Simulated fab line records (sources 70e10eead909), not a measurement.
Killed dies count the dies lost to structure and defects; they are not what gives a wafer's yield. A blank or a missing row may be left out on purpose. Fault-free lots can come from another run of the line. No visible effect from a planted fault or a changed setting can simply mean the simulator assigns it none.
fab line records	flow nandHarc
record: lots: 24	wafers: 72	lastDay: 33
route steps=1302 shown A_STAIRCASE@835 A_SGD_CUT@901 A_SLIT@923
lots that met no fault: from a run of the same line without faults
startH: hours from the record's first day to the start of the lot's first wafer shown	waitH: hours since the lot's step before	" the same as in the row above	L1.1+2: several wafers, shown together as one row	- no value, or no start was given	* or withheld: withheld	< > ~ a bound
route shown NAME@n: names a module that has steps shown in the file, with the first one's number in the route	usual: average and standard deviation across the fault-free wafers	same: alike in all rows	chamber/n: place in a boat	sites: the reading at each site	_std_site: standard deviation across them	_edge_site: inner sites' mean taken away from outer sites' mean	radiusMm: how far each site lies from the wafer's centre	mask NAME#n: copy n	behind: the most recent tool/chamber to have shaped the wafer	hold: the reason the lot was held/the length of the hold in hours/how it ended	device: which transistor (n, p or np) failed to switch	end of line: at the end of the route, the tests of the same wafers	where a step has no rows: the recipe by itself	killed: dies lost to structure and defects at the first sort, not the wafer's yield	map: dies across one wafer; x = killed, . = not, _ = none there
set.NAME: the setting the step ran with; set.NAME@STEP: the setting that earlier step ran with	model.NAME: the simulator's own value behind a step, which no gauge read
steps of the route over a sample of lots; a table a step, a row a wafer
services: a tool's chamber out of use, with start hour (startH, from the record's first day; less than 0 if before it), hours out, and reason
== steps ==
step: NHARC_A_STAIRCASE_ETCH_315
recipe: targetDepthA: 25000	timeS: 607.1	ionEnergyEv: 800	c4f8FlowSccm: 80	o2FlowSccm: 60	arFlowSccm: withheld	rfW: 600	biasW: 3000	chemistry: C4F8/O2/Ar
usual: oesProductAu: 0.929/0.01	rfVppV: 1825/9.6
lot.wafer	tool	chamber	startH	waitH	oesProductAu	rfHoursCounterH	rfVppV
L074.3	rieDiel-11	0	-	-	0.921	38	1809
L074.4	"	0	"	"	0.927	-	1808
L074.6	"	2	"	"	0.935	-	1824
L075.2	rieDiel-03	2	-	-	0.929	36	1834
L075.4	"	3	"	"	0.911	33	1813
L075.5	"	2	"	"	0.935	-	1831
L076.1	rieDiel-03	3	-	-	0.911	40	1812
L076.4	"	0	"	"	0.945	45	1817
L076.5	"	0	"	"	0.937	-	1817
L078.1	rieDiel-13	0	-	-	0.940	22	1829
L078.3	"	1	"	"	0.917	20	1819
L078.4	"	3	"	"	0.940	14	1829
L077.3	rieDiel-13	0	-	-	0.930	22	1829
L077.5	"	1	"	"	0.926	-	1820
L077.6	"	3	"	"	0.935	-	1829
L079.1	rieDiel-13	3	-	-	0.944	16	1828
L079.6	"	0	"	"	0.946	-	1829
L079.5	"	1	"	"	0.923	-	1820
L081.1	rieDiel-11	1	-	-	0.931	3	1842
L081.4	"	2	"	"	0.927	4	1821
L081.6	"	1	"	"	0.932	-	1840
L082.1	rieDiel-13	0	-	-	0.931	30	1827
L082.3	"	2	"	"	0.928	25	1835
L082.4	"	3	"	"	0.931	24	1829
L080.2	rieDiel-13	1	-	-	0.937	32	1819
L080.3	"	2	"	"	0.949	25	1833
L080.6	"	1	"	"	0.922	-	1820
L083.2	rieDiel-11	1	-	-	0.912	13	1841
L083.6	"	0	"	"	0.928	-	1845
L083.5	"	1	"	"	0.917	-	1841
L085.1	rieDiel-13	2	-	-	0.952	38	1833
L085.3	"	0	"	"	0.949	43	1828
L085.4	"	2	"	"	0.947	-	1833
L084.4	rieDiel-11	3	-	-	0.919	22	1815
L084.1	"	0	"	"	0.919	20	1845
L084.6	"	2	"	"	0.924	-	1821
L086.2	rieDiel-13	2	-	-	0.940	40	1833
L086.5	"	2	"	"	0.938	-	1831
L086.6	"	3	"	"	0.950	-	1828
L087.3	rieDiel-13	0	-	-	0.927	47	1827
L087.2	"	3	"	"	0.925	36	1827
L087.6	"	1	"	"	0.923	-	1820
L088.4	rieDiel-03	0	-	-	0.930	27	1816
L088.2	"	1	"	"	0.932	23	1815
L088.1	"	2	"	"	0.925	22	1831
L091.4	rieDiel-03	1	-	-	0.930	24	1812
L091.3	"	3	"	"	0.920	28	1811
L091.6	"	2	"	"	0.932	-	1831
L089.3	rieDiel-11	1	-	-	0.928	35	1840
L089.4	"	3	"	"	0.923	36	1813
L089.6	"	2	"	"	0.930	-	1821
L090.1	rieDiel-03	1	-	-	0.941	26	1812
L090.3	"	0	"	"	0.927	30	1815
L090.5	"	2	"	"	0.921	-	1830
L092.1	rieDiel-11	0	-	-	0.917	38	1845
L092.4	"	2	"	"	0.923	38	1821
L092.5	"	1	"	"	0.918	-	1839
L093.4	rieDiel-13	1	-	-	0.913	17	1819
L093.6	"	1	"	"	0.932	-	1819
L093.5	"	2	"	"	0.937	-	1832
L095.4	rieDiel-13	3	-	-	0.928	17	1826
L095.1	"	1	"	"	0.920	19	1818
L095.6	"	0	"	"	0.934	-	1826
L094.2	rieDiel-03	2	-	-	0.912	41	1830
L094.3	"	3	"	"	0.935	49	1811
L094.4	"	0	"	"	0.938	47	1815
L096.4	rieDiel-13	0	-	-	0.933	20	1826
L096.6	"	1	"	"	0.922	-	1818
L096.5	"	2	"	"	0.931	-	1831
L097.4	rieDiel-03	3	-	-	0.937	56	1812
L097.2	"	1	"	"	0.923	50	1813
L097.6	"	3	"	"	0.948	-	1811
step: NHARC_A_STAIRCASE_CMP_152
usual: motorCurrentA: 12.6/1.4	slurryFilterDpKPa: 13.49/0.14
lot.wafer	tool	chamber	startH	waitH	motorCurrentA	slurryFilterDpKPa
L075.2	cmp-03	2	429.46	0.1	13.2	13.43
L075.4	"	0	"	"	14.0	13.64
L075.5	"	3	"	"	12.9	13.50
L074.4	cmp-04	2	430.29	0.1	13.5	13.42
L074.3	"	1	"	"	11.6	13.56
L074.6	"	3	"	"	10.1	13.41
L076.1	cmp-02	2	462.84	0.1	15.6	13.44
L076.4	"	0	"	"	13.7	13.47
L076.5	"	2	"	"	14.8	13.70
L078.4	cmp-04	1	469.45	0.1	11.7	13.56
L078.1	"	2	"	"	13.0	13.61
L078.3	"	3	"	"	9.3	13.55
L077.3	cmp-03	0	469.77	0.1	13.5	13.47
L077.5	"	1	"	"	12.5	13.39
L077.6	"	2	"	"	13.0	13.42
L079.1	cmp-04	3	472.66	0.1	9.6	13.50
L079.6	"	1	"	"	11.6	13.37
L079.5	"	2	"	"	12.9	13.42
L081.4	cmp-04	0	503.01	0.1	13.0	13.64
L081.1	"	1	"	"	11.8	13.38
L081.6	"	2	"	"	12.9	13.53
L080.3	cmp-03	3	514.79	0.1	12.3	13.59
L080.2	"	0	"	"	14.2	13.41
L080.6	"	1	"	"	12.4	13.53
L082.4	cmp-02	1	515.04	0.1	12.0	13.62
L082.3	"	2	"	"	15.1	13.77
L082.1	"	0	"	"	13.8	13.48
L083.2	cmp-02	1	523.42	0.1	12.1	13.25
L083.6	"	2	"	"	15.3	13.80
L083.5	"	3	"	"	10.3	13.40
L085.4	cmp-03	1	545.87	0.1	11.9	13.58
L085.1	"	2	"	"	13.1	13.44
L085.3	"	3	"	"	12.3	13.25
L086.2	cmp-02	3	565.02	0.1	10.5	13.57
L086.5	"	2	"	"	14.8	13.55
L086.6	"	3	"	"	10.5	13.38
L087.3	cmp-03	3	565.17	0.1	13.2	13.55
L087.2	"	0	"	"	13.8	13.50
L087.6	"	3	"	"	12.2	13.61
L084.4	cmp-03	0	565.40	0.1	13.3	13.35
L084.1	"	2	"	"	12.7	13.59
L084.6	"	0	"	"	14.0	13.60
L088.2	cmp-04	2	586.99	0.1	12.9	13.49
L088.4	"	3	"	"	9.6	13.60
L088.1	"	0	"	"	13.2	13.60
L090.1	cmp-02	0	587.27	0.1	14.3	13.79
L090.3	"	1	"	"	12.1	13.43
L090.5	"	1	"	"	12.0	13.74
L091.3	cmp-04	2	589.96	0.1	13.3	13.58
L091.4	"	3	"	"	9.7	13.65
L091.6	"	2	"	"	13.9	13.50
L089.4	cmp-03	3	600.87	0.1	12.5	13.36
L089.3	"	0	"	"	13.8	13.60
L089.6	"	2	"	"	12.8	13.80
L092.1	cmp-03	3	615.99	0.1	11.9	13.47
L092.4	"	1	"	"	12.1	13.44
L092.5	"	3	"	"	12.0	13.33
L095.4	cmp-03	0	636.92	0.1	14.3	13.74
L095.1	"	2	"	"	12.8	13.41
L095.6	"	1	"	"	12.3	13.42
L094.4	cmp-04	3	637.63	0.1	9.8	13.62
L094.3	"	1	"	"	11.3	13.50
L094.2	"	2	"	"	13.1	13.55
L093.4	cmp-02	2	639.79	0.1	14.2	13.26
L093.6	"	0	"	"	14.0	13.12
L093.5	"	1	"	"	12.8	13.64
L096.4	cmp-03	3	655.52	0.1	12.8	13.31
L096.6	"	1	"	"	12.4	13.46
L096.5	"	2	"	"	12.6	13.45
L097.2	cmp-04	0	660.66	0.1	13.5	13.40
L097.4	"	1	"	"	11.5	13.42
L097.6	"	1	"	"	11.3	13.55
step: NHARC_A_SGD_CUT_CD_MEAS_09
recipe: targetCdNm: 100	landingEnergyEv: 500
usual: cdNm: 99.9/0.55
lot.wafer	tool	chamber	startH	waitH	cdNm
L075.2	cdSem-03	0	431.99	-	100.1
L075.4	"	0	"	"	100.4
L075.5	"	0	"	"	99.5
L074.3	cdSem-02	0	432.91	-	100.8
L074.4	"	0	"	"	100.3
L074.6	"	0	"	"	100.1
L076.1	cdSem-02	0	465.36	-	99.4
L076.4	"	0	"	"	100.0
L076.5	"	0	"	"	100.6
L078.1	cdSem-03	0	471.89	-	100.0
L078.3	"	0	"	"	100.0
L078.4	"	0	"	"	99.3
L077.3	cdSem-01	0	472.24	-	99.6
L077.5	"	0	"	"	99.2
L077.6	"	0	"	"	99.1
L079.1	cdSem-03	0	475.13	-	100.0
L079.5	"	0	"	"	99.4
L079.6	"	0	"	"	100.0
L081.1	cdSem-03	0	505.38	-	100.5
L081.4	"	0	"	"	100.9
L081.6	"	0	"	"	100.9
L080.2	cdSem-02	0	517.28	-	100.7
L080.3	"	0	"	"	101.4
L080.6	"	0	"	"	100.1
L082.1	cdSem-03	0	517.58	-	99.3
L082.3	"	0	"	"	98.7
L082.4	"	0	"	"	99.6
L083.2	cdSem-03	0	525.90	-	99.2
L083.5	"	0	"	"	100.2
L083.6	"	0	"	"	100.3
L085.1	cdSem-02	0	548.55	-	99.9
L085.3	"	0	"	"	99.8
L085.4	"	0	"	"	100.9
L086.2	cdSem-01	0	567.51	-	100.1
L086.5	"	0	"	"	99.8
L086.6	"	0	"	"	99.4
L087.2	cdSem-02	0	567.76	-	100.1
L087.3	"	0	"	"	99.1
L087.6	"	0	"	"	98.3
L084.1	cdSem-01	0	567.91	-	100.4
L084.4	"	0	"	"	99.5
L084.6	"	0	"	"	99.7
L088.1	cdSem-02	0	589.59	-	99.9
L088.2	"	0	"	"	99.2
L088.4	"	0	"	"	99.7
L090.1	cdSem-02	0	589.84	-	100.1
L090.3	"	0	"	"	99.6
L090.5	"	0	"	"	99.7
L091.3	cdSem-01	0	592.88	-	100.4
L091.4	"	0	"	"	101.1
L091.6	"	0	"	"	100.6
L089.3	cdSem-01	0	603.23	-	99.6
L089.4	"	0	"	"	99.9
L089.6	"	0	"	"	99.7
L092.1	cdSem-01	0	618.51	-	99.3
L092.4	"	0	"	"	99.1
L092.5	"	0	"	"	99.3
L095.1	cdSem-03	0	639.59	-	99.7
L095.4	"	0	"	"	99.7
L095.6	"	0	"	"	99.8
L094.2	cdSem-03	0	640.24	-	99.7
L094.3	"	0	"	"	99.8
L094.4	"	0	"	"	100.1
L093.4	cdSem-02	0	642.37	-	100.1
L093.5	"	0	"	"	99.9
L093.6	"	0	"	"	101.3
L096.4	cdSem-03	0	658.07	-	100.2
L096.5	"	0	"	"	100.1
L096.6	"	0	"	"	100.4
L097.2	cdSem-03	0	663.31	-	99.4
L097.4	"	0	"	"	100.7
L097.6	"	0	"	"	99.8
step: NHARC_A_SGD_CUT_INSPECT_11
usual: rawDefectCount: 49/27
lot.wafer	tool	chamber	startH	waitH	rawDefectCount
L075.2	defectInspect-02	-	432.11	0.0	26
L075.4	"	-	"	"	18
L075.5	"	-	"	"	18
L074.3	defectInspect-02	-	433.03	0.0	56
L074.4	"	-	"	"	72
L074.6	"	-	"	"	59
L076.1	defectInspect-01	-	465.48	0.0	66
L076.4	"	-	"	"	62
L076.5	"	-	"	"	59
L078.1	defectInspect-02	-	472.01	0.0	114
L078.3	"	-	"	"	136
L078.4	"	-	"	"	121
L077.3	defectInspect-02	-	472.36	0.0	20
L077.5	"	-	"	"	30
L077.6	"	-	"	"	21
L079.1	defectInspect-01	-	475.26	0.0	80
L079.5	"	-	"	"	78
L079.6	"	-	"	"	60
L081.1	defectInspect-02	-	505.51	0.0	29
L081.4	"	-	"	"	19
L081.6	"	-	"	"	31
L080.2	defectInspect-02	-	517.40	0.0	55
L080.3	"	-	"	"	64
L080.6	"	-	"	"	69
L082.1	defectInspect-02	-	517.70	0.0	56
L082.3	"	-	"	"	67
L082.4	"	-	"	"	80
L083.2	defectInspect-01	-	526.02	0.0	40
L083.5	"	-	"	"	34
L083.6	"	-	"	"	36
L085.1	defectInspect-01	-	548.67	0.0	17
L085.3	"	-	"	"	10
L085.4	"	-	"	"	18
L086.2	defectInspect-01	-	567.65	0.1	66
L086.5	"	-	"	"	57
L086.6	"	-	"	"	47
L087.2	defectInspect-02	-	567.88	0.0	19
L087.3	"	-	"	"	23
L087.6	"	-	"	"	24
L084.1	defectInspect-01	-	568.03	0.0	75
L084.4	"	-	"	"	68
L084.6	"	-	"	"	89
L088.1	defectInspect-02	-	589.72	0.0	39
L088.2	"	-	"	"	45
L088.4	"	-	"	"	43
L090.1	defectInspect-02	-	589.97	0.0	44
L090.3	"	-	"	"	60
L090.5	"	-	"	"	49
L091.3	defectInspect-01	-	593.00	0.0	63
L091.4	"	-	"	"	57
L091.6	"	-	"	"	75
L089.3	defectInspect-01	-	603.35	0.0	58
L089.4	"	-	"	"	55
L089.6	"	-	"	"	57
L092.1	defectInspect-02	-	618.64	0.0	52
L092.4	"	-	"	"	56
L092.5	"	-	"	"	62
L095.1	defectInspect-02	-	639.71	0.0	18
L095.4	"	-	"	"	15
L095.6	"	-	"	"	11
L094.2	defectInspect-02	-	640.36	0.0	62
L094.3	"	-	"	"	66
L094.4	"	-	"	"	68
L093.4	defectInspect-01	-	642.50	0.0	30
L093.5	"	-	"	"	31
L093.6	"	-	"	"	18
L096.4	defectInspect-01	-	658.19	0.0	81
L096.5	"	-	"	"	76
L096.6	"	-	"	"	68
L097.2	defectInspect-01	-	663.43	0.0	10
L097.4	"	-	"	"	5
L097.6	"	-	"	"	6
step: NHARC_A_SGD_CUT_STRIP_17
recipe: o2FlowSccm: 500	arFlowSccm: 0	biasW: 0	chemistry: O2
usual: drypumpMotorCurrentA: 5.8/0.45	oesProductAu: 1.003/0.0079	rfVppV: 57.8/0.91	showerheadPlenumPTorr: 3.51/0.16	throttleValvePct: 17.036/0.0094
lot.wafer	tool	chamber	startH	waitH	drypumpMotorCurrentA	oesProductAu	rfHoursCounterH	rfVppV	showerheadPlenumPTorr	throttleValvePct
L075.4	rieDiel-02	2	-	-	6.0	0.993	2	56.4	3.39	17.044
L075.2	"	3	"	"	6.5	0.997	1	59.7	3.74	17.046
L075.5	"	2	"	"	6.0	1.003	-	56.5	3.39	17.048
L074.4	rieDiel-02	1	-	-	5.9	0.998	2	57.3	3.47	17.036
L074.3	"	2	"	"	6.0	1.011	2	58.5	3.39	17.048
L074.6	"	3	"	"	6.4	1.006	-	58.1	3.74	17.047
L076.4	rieDiel-12	2	-	-	4.9	1.006	1	59.0	3.60	17.046
L076.1	"	1	"	"	5.6	0.998	1	57.6	3.47	17.042
L076.5	"	3	"	"	5.3	0.996	-	57.3	3.30	17.039
L078.4	rieDiel-02	1	-	-	5.9	1.005	4	57.9	3.47	17.041
L078.3	"	2	"	"	6.0	1.006	4	56.6	3.38	17.061
L078.1	"	3	"	"	6.4	1.004	3	59.2	3.74	17.047
L077.3	rieDiel-06	1	-	-	5.6	1.000	14	56.8	3.28	17.038
L077.5	"	1	"	"	5.6	0.996	-	57.3	3.28	17.031
L077.6	"	2	"	"	5.8	1.008	-	57.2	3.72	17.043
L079.1	rieDiel-02	3	-	-	6.4	1.015	3	57.7	3.74	17.029
L079.6	"	2	"	"	6.0	1.009	-	57.3	3.38	17.033
L079.5	"	3	"	"	6.4	1.006	-	59.4	3.74	17.036
L081.1	rieDiel-06	2	-	-	5.8	1.004	1	58.0	3.72	17.049
L081.4	"	1	"	"	5.6	0.998	2	57.8	3.28	17.047
L081.6	"	3	"	"	5.3	1.002	-	57.5	3.54	17.052
L080.3	rieDiel-02	0	-	-	6.2	1.010	7	56.9	3.61	17.041
L080.2	"	1	"	"	5.9	1.014	7	58.7	3.47	17.036
L080.6	"	3	"	"	6.4	0.999	-	59.0	3.74	17.017
L082.3	rieDiel-06	2	-	-	5.8	1.005	2	58.8	3.72	17.026
L082.1	"	3	"	"	5.3	1.012	3	57.5	3.54	17.038
L082.4	"	1	"	"	5.5	0.981	3	57.7	3.28	17.045
L083.2	rieDiel-12	3	-	-	5.3	1.003	4	57.8	3.30	17.028
L083.5	"	1	"	"	5.6	0.999	-	57.7	3.47	17.050
L083.6	"	2	"	"	4.9	1.007	-	57.8	3.59	17.049
L085.4	rieDiel-06	3	-	-	5.3	1.010	5	57.4	3.53	17.034
L085.3	"	0	"	"	6.4	1.007	6	56.3	3.29	17.045
L085.1	"	1	"	"	5.6	1.001	5	57.0	3.28	17.040
L086.2	rieDiel-02	0	-	-	6.1	0.999	9	58.1	3.61	17.028
L086.5	"	3	"	"	6.4	1.013	-	60.0	3.74	17.041
L086.6	"	0	"	"	6.2	1.001	-	58.5	3.61	17.039
L087.3	rieDiel-12	1	-	-	5.5	1.000	6	57.9	3.47	17.038
L087.2	"	2	"	"	4.9	1.003	6	58.3	3.59	17.049
L087.6	"	1	"	"	5.5	0.998	-	58.7	3.47	17.031
L084.4	rieDiel-06	0	-	-	6.4	1.003	8	58.7	3.28	17.021
L084.1	"	1	"	"	5.5	0.991	7	57.5	3.28	17.031
L084.6	"	0	"	"	6.3	1.002	-	58.0	3.28	17.028
L088.4	rieDiel-06	1	-	-	5.6	0.999	9	57.1	3.28	17.033
L088.2	"	2	"	"	5.8	1.011	8	57.0	3.72	17.017
L088.1	"	3	"	"	5.3	1.006	8	57.3	3.53	17.050
L090.3	rieDiel-02	3	-	-	6.4	1.001	1	56.0	3.74	17.040
L090.1	"	0	"	"	6.2	0.985	1	59.2	3.61	17.042
L090.5	"	3	"	"	6.4	1.010	-	57.9	3.74	17.031
L091.3	rieDiel-06	3	-	-	5.3	1.000	9	56.8	3.53	17.046
L091.4	"	0	"	"	6.4	1.000	10	56.3	3.28	17.026
L091.6	"	3	"	"	5.3	1.005	-	58.3	3.53	17.032
L089.4	rieDiel-12	2	-	-	4.9	0.996	9	58.4	3.59	17.046
L089.3	"	3	"	"	5.3	1.004	9	56.8	3.30	17.040
L089.6	"	3	"	"	5.3	1.000	-	56.0	3.30	17.041
L092.1	rieDiel-06	2	-	-	5.8	0.997	10	57.8	3.71	17.046
L092.4	"	3	"	"	5.3	1.011	10	56.4	3.53	17.015
L092.5	"	2	"	"	5.8	1.014	-	58.1	3.71	17.047
L095.1	rieDiel-02	1	-	-	5.9	1.006	2	58.4	3.47	17.047
L095.4	"	3	"	"	6.3	0.998	3	58.1	3.74	17.036
L095.6	"	1	"	"	5.8	0.997	-	56.8	3.47	17.034
L094.2	rieDiel-06	0	-	-	6.4	1.016	13	56.9	3.28	17.042
L094.4	"	1	"	"	5.6	1.015	12	57.6	3.27	17.036
L094.3	"	2	"	"	5.8	1.016	11	58.3	3.71	17.022
L093.4	rieDiel-02	3	-	-	6.4	1.000	3	58.4	3.74	17.042
L093.6	"	3	"	"	6.4	1.007	-	59.1	3.74	17.031
L093.5	"	0	"	"	6.2	0.990	-	57.9	3.61	17.045
L096.4	rieDiel-02	1	-	-	5.9	1.007	3	57.0	3.47	17.018
L096.5	"	2	"	"	6.0	1.002	-	57.8	3.38	17.031
L096.6	"	3	"	"	6.4	1.020	-	59.0	3.74	17.027
L097.4	rieDiel-12	2	-	-	4.9	1.009	2	59.1	3.59	17.040
L097.2	"	0	"	"	5.8	1.000	2	58.4	3.68	17.014
L097.6	"	3	"	"	5.3	0.998	-	57.1	3.30	17.038
step: NHARC_A_SLIT_DEP_00
recipe: targetThkA: 62000	tempC: 400	material: aC
usual: throttleValvePct: 34.999/0.0095
lot.wafer	tool	chamber	startH	waitH	throttleValvePct
L075.2	aclDep-03	0	439.73	-	35.012
L075.4	"	0	440.98	-	34.992
L075.5	"	0	"	"	34.979
L074.3	aclDep-02	0	441.93	-	35.000
L074.4	"	0	"	"	34.991
L074.6	"	0	443.82	-	35.000
L076.1	aclDep-02	0	474.22	-	35.005
L076.4	"	0	476.12	-	35.008
L076.5	"	0	"	"	34.988
L078.1	aclDep-01	0	479.28	-	35.012
L078.3	"	0	480.53	-	35.016
L078.4	"	0	"	"	34.996
L077.3	aclDep-02	0	480.54	-	35.012
L077.5	"	0	481.79	-	34.995
L077.6	"	0	"	"	35.009
L079.1	aclDep-01	0	492.36	-	35.003
L079.5	"	0	494.87	-	35.009
L079.6	"	0	"	"	34.993
L081.1	aclDep-03	0	512.87	-	35.011
L081.4	"	0	514.75	-	34.995
L081.6	"	0	516.00	-	34.976
L080.2	aclDep-01	0	525.34	-	34.994
L080.3	"	0	"	"	34.997
L080.6	"	0	527.86	-	34.994
L082.1	aclDep-03	0	525.71	-	35.000
L082.3	"	0	526.95	-	34.993
L082.4	"	0	"	"	34.991
L083.2	aclDep-02	0	534.02	1.0	34.999
L083.5	"	0	535.95	2.7	35.000
L083.6	"	0	"	"	34.993
L085.1	aclDep-03	0	555.75	-	34.980
L085.3	"	0	557.00	-	34.999
L085.4	"	0	"	"	34.992
L086.2	aclDep-01	0	578.67	-	35.012
L086.5	"	0	580.54	-	35.009
L086.6	"	0	"	"	34.996
L087.2	aclDep-02	0	578.70	4.2	35.001
L087.3	"	0	"	"	34.998
L087.6	"	0	581.22	6.5	34.987
L084.1	aclDep-03	0	579.24	-	34.996
L084.4	"	0	581.12	-	35.020
L084.6	"	0	582.37	-	35.012
L088.1	aclDep-01	0	597.08	-	34.989
L088.2	"	0	"	"	35.008
L088.4	"	0	599.01	-	34.992
L090.1	aclDep-02	0	597.16	0.4	34.997
L090.3	"	0	598.44	1.6	34.988
L090.5	"	0	599.72	2.7	35.013
L091.3	aclDep-03	0	599.92	-	35.005
L091.4	"	0	"	"	35.005
L091.6	"	0	601.80	-	34.998
L089.3	aclDep-03	0	611.72	-	34.992
L089.4	"	0	"	"	35.000
L089.6	"	0	613.62	-	35.003
L092.1	aclDep-03	0	626.18	-	35.004
L092.4	"	0	628.06	-	35.004
L092.5	"	0	"	"	34.988
L094.2	aclDep-02	0	651.86	-	35.003
L094.3	"	0	"	"	35.001
L094.4	"	0	"	"	34.971
L093.4	aclDep-01	0	652.11	-	35.005
L093.5	"	0	"	"	35.016
L093.6	"	0	"	"	35.003
L095.1	aclDep-01	0	654.00	4.7	34.991
L095.4	"	0	655.85	6.5	34.988
L095.6	"	0	657.09	7.6	35.013
L096.4	aclDep-01	0	672.33	-	34.978
L096.5	"	0	"	"	35.003
L096.6	"	0	"	"	34.992
L097.2	aclDep-03	0	676.80	6.6	35.007
L097.4	"	0	678.07	7.8	35.008
L097.6	"	0	679.33	9.0	34.995
== services ==
tool	chamber	startH	hours	kind
rieDiel-06	1	367.21	3.6	repair
rieDiel-13	2	374.87	1.9	repair
rieDiel-06	1	391.73	7.9	repair
rieDiel-02	-	393.70	9.0	pm
rieDiel-02	3	414.48	13.4	repair
cmp-03	-	417.25	1.8	repair
rieDiel-13	2	423.78	9.2	repair
rieDiel-02	0	425.14	5.1	repair
rieDiel-13	0	448.17	6.2	repair
cmp-03	-	448.28	12.3	repair
cmp-03	-	460.61	4.0	pm
cmp-03	-	470.99	0.5	repair
rieDiel-13	3	475.75	22.2	repair
cmp-03	-	496.45	1.1	repair
rieDiel-13	-	520.91	9.0	pm
rieDiel-13	-	530.61	0.6	repair
cmp-03	-	558.61	4.0	pm
rieDiel-02	-	570.70	9.0	pm
cmp-03	-	574.06	0.7	repair
cmp-03	-	579.84	1.3	repair
rieDiel-13	0	621.52	1.8	repair
cmp-03	-	656.61	4.0	pm
rieDiel-02	1	675.58	3.3	repair
rieDiel-13	-	675.91	1.0	repair
== key ==
fault none
